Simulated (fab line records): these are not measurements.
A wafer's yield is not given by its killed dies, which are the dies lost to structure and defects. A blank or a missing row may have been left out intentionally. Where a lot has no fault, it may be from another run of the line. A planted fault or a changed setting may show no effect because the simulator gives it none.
Lot-split experiment + flow n5-finfet + 21 wafers read across 7 lots, on a route 1938 steps long

## SPLIT DETAILS
At N5_SD_EPI_N_ETCH_16 (etches SiO2 in CHF3/O2, target depth 5 nm), the setting target-depth-a was moved away from the recipe's 50 angstrom on 8 of the 21 wafers read, by -9.1% to -6.9%. The other wafers ran this setting at the recipe's value.

The split's own step is where the reading is taken.

## THE READING
etch.depth-nm (the simulator's own value, which no gauge read), in nm, at N5_SD_EPI_N_ETCH_16 (etches SiO2 in CHF3/O2, target depth 5 nm). No usual value for it is given in the file. Across the 13 wafers here that went through the recipe, the average is 4.989 nm and the standard deviation 0.069 nm.

| wafer  | tool, chamber at the split | target-depth-a as run, angstrom | against the recipe | etch.depth-nm, nm | against lot-mates on the recipe |
|--------|----------------------------|---------------------------------|--------------------|-------------------|---------------------------------|
| L075.1 | rie-diel-06, 0             | 46.39                           | -7.2%              | 4.738             | -0.226                          |
| L075.2 | rie-diel-06, 1             | 46.39                           | -7.2%              | 4.634             | -0.330                          |
| L075.4 | rie-diel-06, 3             | 50                              | recipe             | 4.964             | -                               |
| L078.2 | rie-diel-05, 2             | 45.47                           | -9.1%              | 4.456             | no lot-mate on the recipe       |
| L078.5 | rie-diel-05, 2             | 45.47                           | -9.1%              | 4.457             | no lot-mate on the recipe       |
| L078.6 | rie-diel-05, 1             | 45.47                           | -9.1%              | 4.495             | no lot-mate on the recipe       |
| L079.1 | rie-diel-05, 2             | 46.53                           | -6.9%              | 4.62              | -0.415                          |
| L079.3 | rie-diel-05, 1             | 50                              | recipe             | 4.988             | -                               |
| L079.4 | rie-diel-05, 0             | 50                              | recipe             | 5.081             | -                               |
| L080.2 | rie-diel-06, 2             | 50                              | recipe             | 4.954             | -                               |
| L080.3 | rie-diel-06, 1             | 46.26                           | -7.5%              | 4.564             | -0.390                          |
| L080.5 | rie-diel-06, 3             | 46.26                           | -7.5%              | 4.568             | -0.386                          |
| L082.3 | rie-diel-06, 0             | 50                              | recipe             | 5.095             | -                               |
| L082.4 | rie-diel-06, 1             | 50                              | recipe             | 5.02              | -                               |
| L082.5 | rie-diel-06, 1             | 50                              | recipe             | 5.041             | -                               |
| L088.1 | rie-diel-06, 0             | 50                              | recipe             | 5.091             | -                               |
| L088.5 | rie-diel-06, 3             | 50                              | recipe             | 4.913             | -                               |
| L088.6 | rie-diel-06, 2             | 50                              | recipe             | 4.973             | -                               |
| L089.1 | rie-diel-05, 1             | 50                              | recipe             | 4.936             | -                               |
| L089.4 | rie-diel-05, 2             | 50                              | recipe             | 4.868             | -                               |
| L089.6 | rie-diel-05, 2             | 50                              | recipe             | 4.938             | -                               |

THE FIT
A straight line over all 21 wafers: etch.depth-nm changes by +0.054 nm for each +1% of target-depth-a; r = +0.96; the points scatter about the line by 0.068 nm.
The same after taking each lot's own level away (the mean of its wafers on the recipe; 18 wafers): +0.048 nm for each +1%; r = +0.95; scatter 0.056 nm.
The reading moves by 0.44 nm for the largest change in target-depth-a, on that fit.
The span of the lots' own levels, 4.9140 to 5.0520 nm, comes to 2.0 times the standard deviation stated above.
So the slope is not independent of the lot-to-lot level: the two fits are not the same.
Check: -0.351 nm against its lot-mates is what the line predicts for one of the wafers moved furthest among these (-7.5%) when that wafer is left out of the fit. Against them it came out at -0.39 nm.

## THE OTHER SPLITS THESE WAFERS WENT THROUGH
Before the reading, these wafers also passed through other splits. Each is held against what the fit with the lots' levels taken away leaves over:
| other split on the same wafers | wafers away from the commonest value | r with etch.depth-nm (lot level and that fit taken away) |
|--------------------------------|--------------------------------------|----------------------------------------------------------|
| N5_SD_EPI_N_PEB_07 peb-temp-c  | 6                                    | -0.21                                                    |

## FILE'S OWN FIT
etch.depth-nm changes by +0.0499 nm for each +1% of target-depth-a, r = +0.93.
